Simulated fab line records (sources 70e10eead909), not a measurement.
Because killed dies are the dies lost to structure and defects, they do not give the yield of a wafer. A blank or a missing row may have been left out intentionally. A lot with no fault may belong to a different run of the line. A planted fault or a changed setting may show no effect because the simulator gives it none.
Chamber matching	flow nandHarc	NHARC_A_BLC_ALD_23 on aldMetal-01: 4 sister chambers
The step deposits TiN, target thk 3 nm, pulse time 1 s, ald cycles 150. 8 wafers are shown with their chamber, then 8 later ones without.

== WAFERS, EACH WITH ITS CHAMBER ==
wafer	chamber	heaterPowerW (W)	precursorPulseHeightRel
L086.4	0	1217	1.015
L091.1	2	1259	0.974
L091.3	3	1201	0.997
L091.4	1	936	0.999
L092.1	1	934	0.981
L092.3	0	1209	0.996
L092.4	2	1232	0.992
L092.2	3	1169	0.998

== WAFERS MISSING THEIR CHAMBER ==
wafer	heaterPowerW (W)	precursorPulseHeightRel
L092.5	1233	0.989
L092.6	955	1.003
L096.2	1164	0.972
L096.5	1152	0.992
L096.6	1238	1.004
L095.1	1276	1.017
L095.2	1233	1.021
L095.6	1167	0.973

== CHAMBER TAKEN BY EACH ==
wafer	from the rows above	in truth
L092.5	can't be placed: 2 or 0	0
L092.6	1	1
L096.2	can't be placed: 3 or 0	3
L096.5	can't be placed: 3 or 0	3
L096.6	can't be placed: 0 or 2 or 3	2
L095.1	can't be placed: 2 or 0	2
L095.2	can't be placed: 0 or 2 or 3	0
L095.6	can't be placed: 3 or 0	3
1 of 8 placed correctly. Can't be placed from these rows: 7 (the true chamber is among the candidates in 7). Wrongly placed: 0.
How it was worked out, from the rows above alone: a wafer's distance from a chamber is the root of the sum, over the readings, of the square of ((its reading less the chamber's mean) divided by the reading's scatter). If the next closest chamber is less than 2 further off than the closest, the wafer can't be placed; otherwise it belongs to the closest. For every chamber, the mean is computed from those of its wafers that are shown. How the scatter is found: for the shown wafers, subtract from each reading the mean of its chamber, square and add these, divide the total by (wafers less chambers), then take the root.
